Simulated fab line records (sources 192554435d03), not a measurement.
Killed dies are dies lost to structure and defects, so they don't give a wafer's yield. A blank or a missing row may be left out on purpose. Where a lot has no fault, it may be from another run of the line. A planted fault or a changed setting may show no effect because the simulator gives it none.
fab line records	flow n5-finfet
record lots=8	wafers=24	last-day=17
route steps=1938 shown MOL_CONTACT_COAG@550 BEOL_M4@1111 PASSIVATION@1936
lots untouched by any fault: they come from a run of this same line in which no faults occurred
start-h: hours from the record's opening day to when the first of the lot's shown wafers began	wait-h: hours from the lot's prior step to this one	" unchanged from the row above	L1.1+2: a row that stands for several wafers	- no value present, or no start provided	* or withheld: withheld	< > ~ a bound
route shown NAME@n: NAME is a module with steps in the file, n the number in the route of the first one	usual: average and standard deviation across the fault-free wafers	same: alike in all rows	chamber/n: place in a boat	sites: readings site by site	_std_site: how widely they spread, as a standard deviation	_edge_site: inner sites' mean taken away from outer sites' mean	radius-mm: how far each site lies from the wafer's centre	mask NAME#n: copy n	behind: the tool/chamber that last shaped the wafer	hold: why the lot was held/for how many hours/how that ended	device: the transistor (n, p or np) that didn't switch	end of line: the route-end tests of the same wafers	a step without rows: its recipe alone	killed: at the first sort, the dies lost to defects and structure; wafer yield is something else	map: the dies of a wafer, with x for killed, . for not killed, _ for no die there
set.NAME: the setting as run; set.NAME@STEP: as run at that earlier step	model.NAME: the simulator's own value behind a step, which no gauge read
a sample of lots followed through the steps of the route, with each step as a table and each wafer as a row
services: a tool's chamber out of use, with start hour (start-h, from the record's first day; less than 0 if before it), hours out, and reason
## steps
# step N5_MOL_CONTACT_COAG_PRE_CLEAN_142
# recipe gas=H2/He	time-s=60	temp-c=300
# usual heater-power-w=455/47
# same time-s=60
lot.wafer	tool	chamber	start-h	wait-h	heater-power-w
L193.1	pvd-sputter-01	-	108.23	3.8	476
L193.4	"	-	"	"	488
L193.5	"	-	"	"	487
L195.2	pvd-sputter-02	-	112.85	2.1	408
L195.3	"	-	"	"	490
L195.6	"	-	"	"	357
L196.1	pvd-sputter-02	-	122.59	2.4	354
L196.5	"	-	"	"	476
L196.6	"	-	"	"	412
L197.1	pvd-sputter-01	-	125.43	0.9	523
L197.4	"	-	"	"	478
L197.5	"	-	"	"	469
L207.1	pvd-sputter-03	-	185.11	2.4	508
L207.3	"	-	"	"	454
L207.5	"	-	"	"	384
L208.4	pvd-sputter-03	-	191.56	1.8	450
L208.5	"	-	"	"	393
L208.6	"	-	"	"	447
L214.2	pvd-sputter-01	-	229.43	0.7	489
L214.4	"	-	"	"	475
L214.5	"	-	"	"	497
L215.3	pvd-sputter-02	-	235.35	0.7	407
L215.4	"	-	"	"	466
L215.5	"	-	"	"	474
# step N5_MOL_CONTACT_COAG_DESCUM_88
# recipe chemistry=O2	time-s=7	source-power-w=50	bias-power-w=20	pressure-mtorr=20	rf-frequency-hz=2.712e+07	temp-c=40	resist=CAR-EUV	o2-flow-sccm=225
# usual drypump-motor-current-A=5.6/0.39	oes-product-au=0.78/0.081	rf-vpp-V=242.7/1.2	showerhead-plenum-p-Torr=2.06/0.063	throttle-valve-pct=20.45/0.15
# same time-s=7
lot.wafer	tool	chamber	start-h	wait-h	drypump-motor-current-A	oes-product-au	rf-hours-counter-h	rf-vpp-V	showerhead-plenum-p-Torr	throttle-valve-pct
L193.1	rie-diel-06	3	113.49	0.0	5.5	0.90	36	241.5	2.04	20.26
L193.4	"	1	"	"	6.2	0.96	11	243.5	2.03	20.38
L193.5	"	0	"	"	5.7	0.67	-	241.2	2.05	20.38
L195.2	rie-diel-06	3	116.91	0.1	5.5	0.90	37	243.6	2.04	20.26
L195.3	"	2	"	"	5.5	0.76	163	243.0	2.09	20.71
L195.6	"	1	"	"	6.1	0.97	-	242.0	2.03	20.39
L196.1	rie-diel-04	0	126.71	0.0	6.2	0.74	195	244.3	2.19	20.56
L196.5	"	3	"	"	5.5	0.79	-	242.5	2.04	20.51
L196.6	"	2	"	"	6.0	0.72	-	242.1	2.07	20.37
L197.1	rie-diel-04	1	129.61	0.0	5.1	0.78	134	242.3	1.99	20.61
L197.4	"	3	"	"	5.5	0.79	104	241.7	2.04	20.52
L197.5	"	3	"	"	5.5	0.79	-	240.3	2.04	20.50
L207.1	rie-diel-04	3	189.63	0.2	5.5	0.76	127	243.1	2.03	20.54
L207.3	"	2	"	"	6.0	0.71	211	243.6	2.06	20.40
L207.5	"	0	"	"	6.1	0.72	-	244.0	2.18	20.59
L208.4	rie-diel-06	3	195.49	0.0	5.5	0.84	70	240.9	2.03	20.31
L208.5	"	0	"	"	5.7	0.98	-	242.4	2.04	20.09
L208.6	"	3	"	"	5.5	0.85	-	241.8	2.03	20.31
L214.2	rie-diel-04	3	234.37	0.0	5.5	0.77	142	241.1	2.03	20.57
L214.4	"	0	"	"	6.1	0.72	232	244.8	2.17	20.61
L214.5	"	2	"	"	6.0	0.70	-	241.6	2.06	20.42
L215.3	rie-diel-06	1	239.42	0.0	6.2	0.86	62	241.7	2.01	20.47
L215.4	"	3	"	"	5.5	0.83	86	243.0	2.03	20.32
L215.5	"	0	"	"	5.7	0.92	-	243.8	2.04	20.11
# step N5_MOL_CONTACT_COAG_ETCH_90
# recipe chemistry=CF4	target=SiARC	target-depth-a=130	mask-material=CAR-EUV	time-s=21.7	ion-energy-ev=80	pressure-mtorr=40	source-w=545	bias-w=36	Ar_flow_sccm=100	cf4-flow-sccm=100	ends=cleared
# usual bias-w=36.01/0.1	drypump-motor-current-A=5.6/0.39	etch-rf-on-time-s=21.7/0.62	mfc-ar-sccm=99.97/0.28	oes-product-au=0.67/0.073	rf-vpp-V=183.8/1	showerhead-plenum-p-Torr=2.11/0.045	throttle-valve-pct=15.66/0.14
lot.wafer	tool	chamber	start-h	wait-h	bias-w	drypump-motor-current-A	etch-rf-on-time-s	mfc-ar-sccm	oes-product-au	rf-hours-counter-h	rf-vpp-V	showerhead-plenum-p-Torr	throttle-valve-pct
L193.1	rie-diel-06	3	113.55	0.0	36.03	5.5	21.7	100.60	0.77	36	183.8	2.11	15.52
L193.4	"	1	"	"	36.03	6.2	21.6	100.41	0.81	11	183.6	2.10	15.68
L193.5	"	0	"	"	36.13	5.7	21.6	100.34	0.58	-	181.9	2.11	15.69
L195.2	rie-diel-06	3	116.96	0.0	36.16	5.5	21.6	99.84	0.76	37	183.2	2.11	15.50
L195.3	"	2	"	"	36.02	5.5	22.9	99.80	0.63	163	183.7	2.13	15.82
L195.6	"	1	"	"	36.03	6.2	21.3	99.86	0.82	-	184.1	2.10	15.67
L196.1	rie-diel-04	0	126.77	0.0	36.08	6.1	21.6	99.63	0.62	195	184.0	2.20	15.58
L196.5	"	3	"	"	35.88	5.5	20.6	100.12	0.69	-	184.4	2.09	15.65
L196.6	"	2	"	"	35.83	6.0	22.1	100.01	0.60	-	184.3	2.12	15.61
L197.1	rie-diel-04	1	129.66	0.0	35.93	5.1	21.4	99.77	0.66	134	183.8	2.07	15.87
L197.4	"	3	"	"	36.11	5.5	20.6	100.05	0.70	104	183.4	2.09	15.66
L197.5	"	3	"	"	36.15	5.5	20.6	99.60	0.69	-	182.0	2.09	15.64
L207.1	rie-diel-04	3	189.69	0.0	36.13	5.5	20.7	99.84	0.68	127	182.7	2.08	15.71
L207.3	"	2	"	"	35.85	6.0	22.2	100.42	0.59	211	183.5	2.11	15.66
L207.5	"	0	"	"	36.03	6.1	22.0	100.19	0.60	-	185.2	2.19	15.62
L208.4	rie-diel-06	3	195.54	0.0	35.91	5.5	21.9	99.80	0.72	70	183.6	2.10	15.56
L208.5	"	0	"	"	35.96	5.7	20.9	100.25	0.84	-	183.8	2.10	15.24
L208.6	"	3	"	"	36.11	5.5	22.0	99.66	0.72	-	181.9	2.10	15.56
L214.2	rie-diel-04	3	234.43	0.0	36.18	5.5	20.7	100.12	0.67	142	183.5	2.08	15.73
L214.4	"	0	"	"	36.01	6.1	21.9	99.94	0.61	232	184.4	2.18	15.66
L214.5	"	2	"	"	35.98	6.0	22.2	100.09	0.59	-	184.5	2.10	15.67
L215.3	rie-diel-06	1	239.47	0.0	36.03	6.1	22.1	100.11	0.73	62	182.2	2.08	15.76
L215.4	"	3	"	"	36.03	5.5	21.8	99.85	0.71	86	184.2	2.10	15.60
L215.5	"	0	"	"	36.13	5.7	20.9	99.66	0.79	-	184.8	2.09	15.27
# step N5_MOL_CONTACT_COAG_ETCHBACK_135
# recipe chemistry=CHF3	target=SiO2	target-depth-a=250	time-s=16.7	ion-energy-ev=200	pressure-mtorr=30	source-w=610	bias-w=170	Ar_flow_sccm=200	CHF3_flow_sccm=50
# usual bias-w=170.0/0.55	drypump-motor-current-A=5.5/0.42	mfc-ar-sccm=200.0/0.7	oes-product-au=0.78/0.083	rf-vpp-V=522/18	showerhead-plenum-p-Torr=2.36/0.064	throttle-valve-pct=18.73/0.16
# same time-s=16.7
lot.wafer	tool	chamber	start-h	wait-h	bias-w	drypump-motor-current-A	mfc-ar-sccm	oes-product-au	rf-hours-counter-h	rf-vpp-V	showerhead-plenum-p-Torr	throttle-valve-pct
L193.1	rie-diel-02	3	114.04	0.0	170.0	5.2	200.6	0.91	26	525	2.34	18.83
L193.4	"	1	"	"	168.8	5.7	200.5	0.73	178	507	2.26	18.48
L193.5	"	0	"	"	170.1	5.9	199.4	0.72	-	542	2.46	18.64
L195.2	rie-diel-04	3	117.35	0.0	169.1	5.5	201.3	0.80	100	516	2.33	18.79
L195.3	"	2	"	"	170.2	6.0	200.5	0.71	187	502	2.36	18.70
L195.6	"	0	"	"	169.9	6.1	200.1	0.73	-	510	2.46	18.74
L196.1	rie-diel-02	3	128.40	0.0	170.5	5.2	199.8	0.90	32	524	2.34	18.83
L196.5	"	3	"	"	169.8	5.2	200.1	0.90	-	525	2.34	18.82
L196.6	"	0	"	"	170.1	5.9	200.0	0.73	-	540	2.46	18.67
L197.1	rie-diel-04	2	130.04	0.0	170.1	6.0	200.2	0.71	191	503	2.36	18.73
L197.4	"	1	"	"	170.0	5.1	200.2	0.76	134	512	2.31	19.09
L197.5	"	0	"	"	170.7	6.1	199.2	0.72	-	510	2.46	18.72
L207.1	rie-diel-02	3	190.07	0.0	169.9	5.2	201.1	1.05	51	525	2.33	18.90
L207.3	"	0	"	"	170.0	5.9	200.3	0.72	234	539	2.45	18.70
L207.5	"	0	"	"	169.1	5.9	200.1	0.71	-	539	2.45	18.71
L208.4	rie-diel-06	1	195.92	0.0	170.7	6.2	200.3	0.90	46	554	2.31	18.82
L208.5	"	1	"	"	170.9	6.2	200.1	0.89	-	554	2.31	18.82
L208.6	"	2	"	"	170.2	5.5	198.9	0.73	-	536	2.36	18.93
L214.2	rie-diel-04	0	234.89	0.0	170.8	6.1	199.2	0.70	232	510	2.44	18.77
L214.4	"	1	"	"	170.8	5.1	200.0	0.75	172	512	2.29	19.15
L214.5	"	2	"	"	170.7	6.0	200.0	0.68	-	501	2.35	18.78
L215.3	rie-diel-06	3	240.42	0.0	169.0	5.5	199.3	0.83	86	524	2.33	18.72
L215.4	"	2	"	"	169.9	5.5	200.3	0.72	198	536	2.35	18.94
L215.5	"	1	"	"	170.5	6.2	199.7	0.87	-	553	2.30	18.82
# step N5_BEOL_M4_RC_MEAS_101
# usual DIBL_N=37.3/2.3	DIBL_P=37.4/2.9	IOFF_N=0.18/0.045	IOFF_P=0.25/0.054	ION_N=679/15	ION_P=468/9.7	SS_N=71.8/0.62	SS_P=73.6/0.76	VT_N=248/4.1	VT_P=-248/3.6
lot.wafer	tool	chamber	start-h	wait-h	DIBL_N[mV/V]	DIBL_P[mV/V]	IOFF_N[nA/um]	IOFF_P[nA/um]	ION_N[uA/um]	ION_P[uA/um]	SS_N[mV/dec]	SS_P[mV/dec]	VT_N[mV]	VT_P[mV]
L193.1	prober-01	0	182.56	0.0	36.8	37.7	0.16	0.26	687	483	72.0	74.3	247	-246
L193.4	"	0	"	"	36.2	35.5	0.14	0.24	669	466	71.4	73.4	251	-245
L193.5	"	0	"	"	37.5	37.9	0.17	0.28	689	482	71.9	73.8	246	-246
L195.2	prober-01	0	189.22	0.2	37.0	38.6	0.17	0.24	697	480	71.6	72.8	247	-249
L195.3	"	0	"	"	32.8	32.4	0.09	0.14	651	450	71.4	71.4	259	-254
L195.6	"	0	"	"	34.7	35.2	0.12	0.18	666	459	71.6	72.1	253	-249
L196.1	prober-01	0	190.00	0.5	36.8	36.0	0.17	0.23	683	464	71.3	73.0	251	-249
L196.5	"	0	"	"	38.7	38.6	0.21	0.28	687	473	72.1	74.0	247	-245
L196.6	"	0	"	"	37.2	37.3	0.18	0.26	692	480	71.9	74.4	248	-245
L197.1	prober-02	0	195.36	0.0	39.0	39.4	0.20	0.25	681	464	71.6	74.0	247	-249
L197.4	"	0	"	"	40.6	43.2	0.26	0.31	693	473	72.8	74.9	243	-248
L197.5	"	0	"	"	37.3	38.2	0.17	0.22	698	469	72.0	73.0	248	-251
L207.1	prober-01	0	262.31	0.0	41.3	41.0	0.29	0.34	697	476	71.5	74.8	239	-244
L207.3	"	0	"	"	36.2	35.4	0.17	0.23	689	479	71.1	73.6	246	-246
L207.5	"	0	"	"	35.9	33.3	0.14	0.19	667	455	71.7	72.6	251	-250
L208.4	prober-02	0	269.11	0.5	33.5	34.4	0.14	0.20	669	463	70.6	73.1	251	-249
L208.5	"	0	"	"	32.0	33.1	0.13	0.19	679	468	70.6	72.6	249	-250
L208.6	"	0	"	"	35.5	35.0	0.16	0.21	652	450	71.8	73.5	251	-253
L214.2	prober-01	0	300.67	0.2	38.2	37.6	0.17	0.22	663	455	72.4	73.6	254	-252
L214.4	"	0	"	"	38.9	41.0	0.22	0.31	688	470	72.6	74.6	244	-246
L214.5	"	0	"	"	34.8	34.9	0.12	0.19	654	460	71.5	73.9	257	-251
L215.3	prober-02	0	301.76	0.3	38.2	36.8	0.19	0.30	680	476	71.5	73.7	246	-242
L215.4	"	0	"	"	37.2	36.0	0.18	0.26	681	468	71.3	73.0	246	-246
L215.5	"	0	"	"	34.7	33.0	0.13	0.21	675	472	71.0	72.6	251	-248
# step N5_PASSIVATION_PROBE_49
# usual defect-limited-yield=91.3/1.5	killed_at_M0_to_M3=35/8.7	killed_at_M4_up=14/5.5	killed-at-contacts=11/5.6	killed-at-front-end=39/13	killed-at-other=3.7/2.2	killed-dies=103/18	killed-open=69/14	killed-short=33/7.8	sort_bin_4_leakage=0.02/0.15	sort_bin_5_function=5.1/0.99	sort_bin_6_memory=3.3/0.67	sort_bin_8_speed=0.02/0.17	sort-n-pass=1077/18	sort-yield-pct=91.2/1.5
# same gross-dies=1180	killed-at-back-side=0
lot.wafer	tool	chamber	start-h	wait-h	defect-limited-yield[%]	killed_at_M0_to_M3	killed_at_M4_up	killed-at-contacts	killed-at-front-end	killed-at-other	killed-dies	killed-open	killed-short	sort_bin_4_leakage[%]	sort_bin_5_function[%]	sort_bin_6_memory[%]	sort_bin_8_speed[%]	sort-n-pass	sort-yield-pct[%]
L195.2	prober-01	-	281.91	0.1	89.2	25	13	12	74	4	128	89	39	0	6.4	4.2	0	1052	89.2
L195.3	prober-01	-	281.96	0.1	89.8	40	18	6	51	5	120	83	34	0	5.6	4.2	0.08	1059	89.7
L195.6	prober-01	-	282.11	0.3	90.8	45	8	12	40	3	108	70	36	0	5.6	3.3	0	1072	90.8
L193.1	prober-02	-	286.73	0.0	90.6	40	7	13	46	5	111	76	33	0	5.1	3.7	0	1069	90.6
L193.4	prober-02	-	286.88	0.2	90.6	37	16	10	43	5	111	73	37	0	5.3	3.8	0	1069	90.6
L193.5	prober-02	-	286.93	0.2	90.4	14	5	27	63	4	113	73	38	0	5.6	3.7	0	1067	90.4
L196.1	prober-02	-	293.41	0.0	91.4	38	20	5	31	7	101	64	37	0	5.2	3.1	0	1079	91.4
L196.5	prober-02	-	293.61	0.2	92.6	33	8	13	29	4	87	62	24	0	3.7	3.1	0	1093	92.6
L196.6	prober-02	-	293.66	0.3	93.0	31	10	10	26	6	83	65	17	0	4.1	2.6	0	1097	93.0
L197.1	prober-02	-	305.94	0.0	93.3	34	14	3	26	2	79	56	21	0	3.0	3.2	0	1101	93.3
L197.4	prober-02	-	306.09	0.2	92.4	34	17	6	28	5	90	59	31	0.17	4.2	2.7	0	1088	92.2
L197.5	prober-02	-	306.14	0.2	92.3	45	6	2	37	1	91	68	23	0	4.8	2.8	0	1089	92.3
L207.1	prober-02	-	376.56	0.0	91.9	31	13	11	33	7	95	64	30	0	5.1	2.8	0.08	1085	91.9
L207.3	prober-02	-	376.66	0.1	90.6	25	20	18	45	3	111	76	35	0	6.2	3.2	0	1069	90.6
L207.5	prober-02	-	376.76	0.2	90.6	33	17	19	38	4	111	74	36	0	6.0	3.2	0	1069	90.6
L208.4	prober-01	-	377.76	0.2	90.8	44	15	16	30	3	108	66	41	0	5.8	2.9	0	1072	90.8
L208.5	prober-01	-	377.81	0.2	90.4	51	7	18	34	3	113	65	48	0	5.2	4.0	0	1067	90.4
L208.6	prober-01	-	377.86	0.3	91.9	35	21	10	25	5	96	63	32	0	4.8	3.0	0	1084	91.9
L215.3	prober-01	-	405.04	0.1	89.2	34	13	15	63	3	128	88	39	0	6.3	4.4	0	1052	89.2
L215.4	prober-01	-	405.09	0.2	91.2	31	19	8	45	1	104	65	36	0	5.4	2.9	0	1076	91.2
L215.5	prober-01	-	405.14	0.2	88.8	37	22	20	50	3	132	90	37	0	6.8	4.3	0	1048	88.8
L214.2	prober-02	-	415.42	0.1	90.4	24	26	7	54	2	113	77	29	0	5.1	3.9	0	1067	90.4
L214.4	prober-02	-	415.52	0.2	90.8	27	11	7	61	2	108	74	32	0	5.8	3.1	0	1072	90.8
L214.5	prober-02	-	415.57	0.2	90.4	30	22	10	44	7	113	82	31	0	6.0	3.3	0	1067	90.4
# killed by level:class
L195.2 STI_FIN_REVEAL:geometric-particle:open=25 FIN_SAQP:geometric-particle:open=15 MOL_CONTACT_COAG:geometric-particle:open=9 BEOL_M0_SAQP:geometric-particle:short=9 BEOL_M0_SAQP:geometric-particle:open=8 FIN_SAQP:geometric-particle:short=7 STI_FIN_REVEAL:geometric-particle:short=6 GATE_CUT:geometric-particle:short=6
L195.3 STI_FIN_REVEAL:geometric-particle:open=18 BEOL_M3:geometric-particle:open=14 FIN_SAQP:geometric-particle:open=11 BEOL_M0_SAQP:geometric-particle:short=9 BEOL_M0_SAQP:geometric-particle:open=6 STI_FIN_REVEAL:geometric-particle:short=5 BEOL_M2:geometric-particle:open=5 MOL_CONTACT_COAG:geometric-particle:open=5
L195.6 BEOL_M0_SAQP:geometric-particle:open=18 BEOL_M0_SAQP:geometric-particle:short=12 MOL_CONTACT_COAG:geometric-particle:open=11 STI_FIN_REVEAL:geometric-particle:open=9 FIN_SAQP:geometric-particle:short=6 FIN_SAQP:geometric-particle:open=5 STI_FIN_REVEAL:geometric-particle:short=5 BEOL_M3:geometric-particle:open=5
L193.1 STI_FIN_REVEAL:geometric-particle:open=20 MOL_CONTACT_COAG:geometric-particle:open=12 BEOL_M0_SAQP:geometric-particle:short=10 FIN_SAQP:geometric-particle:short=7 BEOL_M1:geometric-particle:open=7 BEOL_M2:geometric-particle:open=7 FIN_SAQP:geometric-particle:open=5 BEOL_M3:geometric-particle:open=5
L193.4 BEOL_M2:geometric-particle:open=13 FIN_SAQP:geometric-particle:open=11 MOL_CONTACT_COAG:geometric-particle:open=10 BEOL_M0_SAQP:geometric-particle:open=9 BEOL_M4:geometric-particle:open=8 FIN_SAQP:geometric-particle:short=7 STI_FIN_REVEAL:geometric-particle:open=7 DUMMY_GATE:geometric-particle:open=5
L193.5 MOL_CONTACT_COAG:geometric-particle:open=20 STI_FIN_REVEAL:geometric-particle:open=16 FIN_SAQP:geometric-particle:short=13 FIN_SAQP:geometric-particle:open=11 MOL_CONTACT_COAG:geometric-particle:short=7 DUMMY_GATE:geometric-particle:open=6 GATE_CUT:geometric-particle:short=3 BEOL_M0_SAQP:geometric-particle:open=3
L196.1 BEOL_M2:geometric-particle:open=13 FIN_SAQP:geometric-particle:open=8 FIN_SAQP:geometric-particle:short=7 BEOL_M0_SAQP:geometric-particle:short=7 BEOL_M0_SAQP:geometric-particle:open=7 BEOL_M4:geometric-particle:open=6 BEOL_M3:geometric-particle:open=5 BEOL_M4:geometric-particle:short=5
L196.5 STI_FIN_REVEAL:geometric-particle:open=12 MOL_CONTACT_COAG:geometric-particle:open=10 BEOL_M0_SAQP:geometric-particle:short=9 BEOL_M2:geometric-particle:open=8 BEOL_M0_SAQP:geometric-particle:open=6 BEOL_M3:geometric-particle:open=6 BEOL_M4:geometric-particle:open=4 FIN_SAQP:geometric-particle:short=3
L196.6 BEOL_M3:geometric-particle:open=13 MOL_CONTACT_COAG:geometric-particle:open=10 STI_FIN_REVEAL:geometric-particle:open=8 DUMMY_GATE:geometric-particle:open=6 BEOL_M0_SAQP:geometric-particle:open=5 BEOL_M0_SAQP:geometric-particle:short=5 FIN_CUT:geometric-particle:open=3 BEOL_M2:geometric-particle:open=3
L197.1 BEOL_M3:geometric-particle:open=9 BEOL_M2:geometric-particle:open=8 STI_FIN_REVEAL:geometric-particle:open=6 BEOL_M4:geometric-particle:open=6 BEOL_M0_SAQP:geometric-particle:short=5 GATE_CUT:geometric-particle:open=4 BEOL_M0:geometric-particle:open=4 BEOL_M0:geometric-particle:short=4
L197.4 BEOL_M4:geometric-particle:open=12 GATE_CUT:geometric-particle:short=8 BEOL_M0_SAQP:geometric-particle:short=8 MOL_CONTACT_COAG:geometric-particle:open=6 STI_FIN_REVEAL:geometric-particle:open=5 BEOL_M0_SAQP:geometric-particle:open=5 BEOL_M1:geometric-particle:open=5 BEOL_M2:geometric-particle:open=5
L197.5 STI_FIN_REVEAL:geometric-particle:open=14 BEOL_M1:geometric-particle:open=10 BEOL_M2:geometric-particle:open=9 BEOL_M0_SAQP:geometric-particle:open=7 BEOL_M3:geometric-particle:open=6 STARTING-WAFER:geometric-particle:open=6 FIN_SAQP:geometric-particle:short=4 GATE_CUT:geometric-particle:short=4
L207.1 BEOL_M1:geometric-particle:open=11 FIN_SAQP:geometric-particle:open=9 MOL_CONTACT_COAG:geometric-particle:open=8 BEOL_M0_SAQP:geometric-particle:short=6 DUMMY_GATE:geometric-particle:open=5 BEOL_M0_SAQP:geometric-particle:open=4 BEOL_M2:geometric-particle:open=4 BEOL_M5:geometric-particle:open=3
L207.3 STI_FIN_REVEAL:geometric-particle:open=15 BEOL_M4:geometric-particle:open=13 MOL_CONTACT_COAG:geometric-particle:open=11 FIN_SAQP:geometric-particle:open=9 FIN_SAQP:geometric-particle:short=8 MOL_CONTACT_COAG:geometric-particle:short=7 BEOL_M0_SAQP:geometric-particle:open=6 BEOL_M1:geometric-particle:open=6
L207.5 MOL_CONTACT_COAG:geometric-particle:open=16 BEOL_M1:geometric-particle:open=11 FIN_SAQP:geometric-particle:short=8 DUMMY_GATE:geometric-particle:open=8 FIN_SAQP:geometric-particle:open=6 BEOL_M1:geometric-particle:short=6 BEOL_M4:geometric-particle:open=5 STI_FIN_REVEAL:geometric-particle:open=4
L208.4 MOL_CONTACT_COAG:geometric-particle:open=13 BEOL_M0_SAQP:geometric-particle:open=11 BEOL_M0_SAQP:geometric-particle:short=8 FIN_SAQP:geometric-particle:open=5 GATE_CUT:geometric-particle:short=5 BEOL_M1:geometric-particle:open=5 BEOL_M2:geometric-particle:short=5 BEOL_M4:geometric-particle:short=5
L208.5 BEOL_M0_SAQP:geometric-particle:short=17 MOL_CONTACT_COAG:geometric-particle:open=15 BEOL_M1:geometric-particle:open=9 GATE_CUT:geometric-particle:short=8 BEOL_M0_SAQP:geometric-particle:open=7 BEOL_M2:geometric-particle:open=7 STARTING-WAFER:geometric-particle:short=6 STARTING-WAFER:geometric-particle:open=4
L208.6 BEOL_M4:geometric-particle:open=16 BEOL_M0_SAQP:geometric-particle:short=9 MOL_CONTACT_COAG:geometric-particle:open=8 BEOL_M1:geometric-particle:open=7 BEOL_M0_SAQP:geometric-particle:open=6 STI_FIN_REVEAL:geometric-particle:open=5 GATE_CUT:geometric-particle:short=5 BEOL_M2:geometric-particle:open=4
L215.3 FIN_SAQP:geometric-particle:open=25 MOL_CONTACT_COAG:geometric-particle:open=14 STI_FIN_REVEAL:geometric-particle:open=13 FIN_SAQP:geometric-particle:short=12 BEOL_M0_SAQP:geometric-particle:open=12 BEOL_M3:geometric-particle:open=6 BEOL_M0_SAQP:geometric-particle:short=5 BEOL_M4:geometric-particle:open=5
L215.4 FIN_SAQP:geometric-particle:open=12 BEOL_M0_SAQP:geometric-particle:short=7 BEOL_M4:geometric-particle:open=7 MOL_CONTACT_COAG:geometric-particle:open=6 GATE_CUT:geometric-particle:short=5 BEOL_M0_SAQP:geometric-particle:open=5 BEOL_M0:geometric-particle:short=5 GATE_CUT:geometric-particle:open=4
L215.5 FIN_SAQP:geometric-particle:open=16 MOL_CONTACT_COAG:geometric-particle:open=15 FIN_SAQP:geometric-particle:short=12 BEOL_M0_SAQP:geometric-particle:open=11 BEOL_M4:geometric-particle:open=10 STI_FIN_REVEAL:geometric-particle:open=10 BEOL_M1:geometric-particle:open=7 BEOL_M0_SAQP:geometric-particle:short=5
L214.2 FIN_SAQP:geometric-particle:open=20 BEOL_M4:geometric-particle:open=10 FIN_SAQP:geometric-particle:short=8 BEOL_M3:geometric-particle:open=7 MOL_CONTACT_COAG:geometric-particle:open=6 HKMG_FIN:area-etch=5 STI_FIN_REVEAL:geometric-particle:open=4 BEOL_M2:geometric-particle:open=4
L214.4 STI_FIN_REVEAL:geometric-particle:open=29 DUMMY_GATE:geometric-particle:open=6 MOL_CONTACT_COAG:geometric-particle:open=6 BEOL_M1:geometric-particle:open=5 BEOL_M3:geometric-particle:open=5 BEOL_M3:geometric-particle:short=5 BEOL_M4:geometric-particle:open=5 STARTING-WAFER:geometric-particle:short=5
L214.5 BEOL_M4:geometric-particle:open=16 STI_FIN_REVEAL:geometric-particle:open=14 MOL_CONTACT_COAG:geometric-particle:open=10 FIN_SAQP:geometric-particle:open=9 GATE_CUT:geometric-particle:short=9 BEOL_M1:geometric-particle:open=9 BEOL_M0_SAQP:geometric-particle:short=7 BEOL_M0_SAQP:geometric-particle:open=6
## services
tool	chamber	start-h	hours	kind
pvd-sputter-01	-	98.79	7.4	repair
pvd-sputter-01	-	108.92	5.7	repair
rie-diel-06	2	148.52	29.0	repair
pvd-sputter-01	-	166.67	1.7	repair
rie-diel-02	3	166.84	4.9	repair
rie-diel-02	-	177.25	2.8	pm
rie-diel-06	0	177.60	-	clean
rie-diel-06	0	177.60	-	consumable-replace:focus-ring
rie-diel-06	0	177.60	13.5	scheduled-down
rie-diel-06	0	177.60	13.5	vent-cycle
rie-diel-04	2	179.58	5.0	repair
rie-diel-02	0	197.42	3.8	repair
## key
first-sign step=N5_MOL_CONTACT_COAG_ETCHBACK_135	reading=oes-product-au	direction=up	sigmas=3.3	usual=0.78	struck=1.05
effect none on later readings
met-at N5_MOL_CONTACT_COAG_ETCHBACK_135
struck-lots L207
struck-wafers L207.1
not-acting-at N5_MOL_CONTACT_COAG_PRE_CLEAN_142,N5_MOL_CONTACT_COAG_DESCUM_88,N5_MOL_CONTACT_COAG_ETCH_90
onset-between 128.40 190.07
fault kind=process-parameter-drift	tool=rie-diel-02	chamber=-	onset-h=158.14	steps=N5_MOL_CONTACT_COAG_ETCHBACK_135	channel=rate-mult	offset=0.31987	shape=step	end-h=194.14	scope=struck-wafers-only
